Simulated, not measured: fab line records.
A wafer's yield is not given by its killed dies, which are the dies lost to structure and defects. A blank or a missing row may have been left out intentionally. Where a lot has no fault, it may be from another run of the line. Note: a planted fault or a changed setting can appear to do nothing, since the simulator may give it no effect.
Chamber matching | flow n5 finfet | N5_BEOL_M9_CMP_52 on cmp-01: 4 sister chambers
The step polishes, stops on SiCOH lowk, t overpolish 7 s, target thk 140 nm. 4 wafers are shown with their chamber, then 9 later ones without.

EACH WAFER AND ITS CHAMBER
wafer  | chamber | motor current A (A)
L083.6 | 0       | 4.6
L082.1 | 2       | 6.2
L082.4 | 3       | 4.8
L082.6 | 1       | 7.1

WAFERS WITHOUT THEIR CHAMBER
wafer  | motor current A (A)
L086.2 | 5.2
L086.3 | 4.4
L086.6 | 5.3
L089.2 | 5.3
L089.4 | 4.8
L089.5 | 4.6
L092.2 | 4.5
L092.4 | 5.2
L092.6 | 6.8

WHICH CHAMBER EACH WENT THROUGH
wafer  | from the rows above          | in truth
L086.2 | can't be placed: 3 or 0 or 2 | 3
L086.3 | can't be placed: 0 or 3      | 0
L086.6 | can't be placed: 3 or 0 or 2 | 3
L089.2 | can't be placed: 3 or 0 or 2 | 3
L089.4 | can't be placed: 3 or 0      | 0
L089.5 | can't be placed: 0 or 3      | 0
L092.2 | can't be placed: 0 or 3      | 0
L092.4 | can't be placed: 3 or 0 or 2 | 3
L092.6 | can't be placed: 1 or 2      | 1
0 of 9 placed correctly. Can't be placed from these rows: 9 (the true chamber is among the candidates in 9). Wrongly placed: 0.
How it was worked out, from the rows above alone: a wafer's distance from a chamber is the root of the sum, over the readings, of the square of ((its reading less the chamber's mean) divided by the reading's scatter). If the next closest chamber is less than 2 further off than the closest, the wafer can't be placed; otherwise it belongs to the closest. Each chamber's mean is taken over the wafers shown for it. The scatter: with one shown wafer a chamber, the root of the mean of the squares of how far each hidden wafer lies from its nearest shown one.
